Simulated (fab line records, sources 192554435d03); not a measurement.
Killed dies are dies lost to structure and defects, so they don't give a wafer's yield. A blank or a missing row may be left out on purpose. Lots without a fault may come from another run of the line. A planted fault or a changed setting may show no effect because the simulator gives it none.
One fault seen from 2 desks | flow n5_finfet | each desk has only its own numbers; what lay behind them comes last

THE TOOL OWNER'S DESK: cmp-03
The tool's own readings at N5_BEOL_M3_CMP_52 (polishes, stops on SiOC, t overpolish 6.8 s, target thk 40 nm): means of the sampled wafers that have a number, for each lot that ran on this tool. A lot is out of limits, marked OUT, if its mean lies more than 4 standard deviations from the usual mean; the brackets give that distance.
Columns: A = barrier_field_endpoint_s at N5_BEOL_M3_CMP_52, usual 24.3 s; B = edge_zone_pressure_frac at N5_BEOL_M3_CMP_52, usual 1.001; C = head_pressure_psi at N5_BEOL_M3_CMP_52, usual 1.0003 psi; D = motor_current_A at N5_BEOL_M3_CMP_52, usual 6.2 A; E = overpolish_run_s at N5_BEOL_M3_CMP_52, usual 6.800 s; F = retaining_ring_pressure_frac at N5_BEOL_M3_CMP_52, usual 1.000; G = time_to_endpoint_s at N5_BEOL_M3_CMP_52, usual 60.7 s
lot  | first seen here | A    | B     | C                | D   | E     | F     | G
L810 | day 8 20:17     | 24.5 | 1.006 | 0.9994           | 5.7 | 6.788 | 1.004 | 62.4
L812 | day 9 10:30     | 24.1 | 0.998 | 0.9986           | 6.1 | 6.804 | 0.998 | 58.2
L814 | day 10 08:23    | 24.5 | 0.999 | 0.9999           | 5.6 | 6.805 | 1.000 | 64.2
L817 | day 10 15:32    | 24.8 | 1.003 | 0.9988           | 6.1 | 6.798 | 1.000 | 63.3
L818 | day 11 03:25    | 23.0 | 0.999 | 1.0813 (+37) OUT | 5.6 | 6.799 | 1.001 | 60.0
L820 | day 11 07:28    | 22.9 | 1.007 | 1.0809 (+37) OUT | 6.1 | 6.798 | 0.994 | 59.0
This desk's finding: out of limits on L818, L820; first on L818, day 11 03:25 (head_pressure_psi at N5_BEOL_M3_CMP_52). In limits: L810, L812, L814, L817.

THE METROLOGY DESK
What the gauges read, lot by lot, whatever tool the lot ran on: means of the sampled wafers that have a number. A lot is out of limits, marked OUT, if its mean lies more than 4 standard deviations from the usual mean; the brackets give that distance. Of its 10 readings 7 are shown: those that lie furthest out on some lot.
Columns: A = DIBL_N at N5_BEOL_M4_RC_MEAS_101, usual 36.4 mV/V; B = DIBL_P at N5_BEOL_M4_RC_MEAS_101, usual 36.1 mV/V; C = IOFF_N at N5_BEOL_M4_RC_MEAS_101, usual 0.156 nA/um; D = IOFF_P at N5_BEOL_M4_RC_MEAS_101, usual 0.21 nA/um; E = SS_N at N5_BEOL_M4_RC_MEAS_101, usual 71.5 mV/dec; F = VT_N at N5_BEOL_M4_RC_MEAS_101, usual 250.0 mV; G = VT_P at N5_BEOL_M4_RC_MEAS_101, usual -250 mV
lot  | first seen here | A    | B    | C     | D    | E    | F     | G
L809 | day 8 23:57     | 37.3 | 36.2 | 0.187 | 0.28 | 71.7 | 248.5 | -243
L808 | day 9 01:47     | 35.4 | 35.1 | 0.137 | 0.21 | 71.6 | 251.8 | -248
L810 | day 9 03:59     | 35.4 | 35.1 | 0.155 | 0.22 | 71.2 | 249.5 | -247
L812 | day 10 06:21    | 38.3 | 37.5 | 0.195 | 0.24 | 71.8 | 245.9 | -247
L815 | day 10 11:17    | 35.1 | 33.3 | 0.133 | 0.19 | 71.4 | 253.9 | -251
L814 | day 10 16:43    | 39.3 | 39.2 | 0.201 | 0.27 | 72.3 | 245.3 | -246
L816 | day 11 02:11    | 37.1 | 36.0 | 0.145 | 0.17 | 71.8 | 250.7 | -259
L817 | day 11 03:54    | 35.7 | 34.4 | 0.144 | 0.18 | 71.6 | 251.7 | -254
L818 | day 11 12:38    | 36.3 | 35.2 | 0.147 | 0.18 | 71.2 | 252.0 | -254
L820 | day 11 17:59    | 35.9 | 35.4 | 0.142 | 0.20 | 71.0 | 249.2 | -249
This desk's finding: nothing out of limits on any of the 10 lots.

PUT TOGETHER
The tool owner's desk could have raised an alarm at day 11 03:25, on L818, L820.
The metrology desk saw nothing out of limits.
The metrology desk has L818, L820 on record, within its limits.
Of the lots named, all ran N5_BEOL_M3_CMP_52 on cmp-03.

WHAT THE SIMULATOR HAD PUT IN
Process parameter drift: cmp-03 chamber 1, from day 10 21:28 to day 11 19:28, at N5_BEOL_M3_CMP_52. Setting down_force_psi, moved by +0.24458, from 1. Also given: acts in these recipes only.
Lots struck among those shown: L818, L820.
Hours from the fault's start to each desk's first reading out of limits: the tool owner's desk, 6.
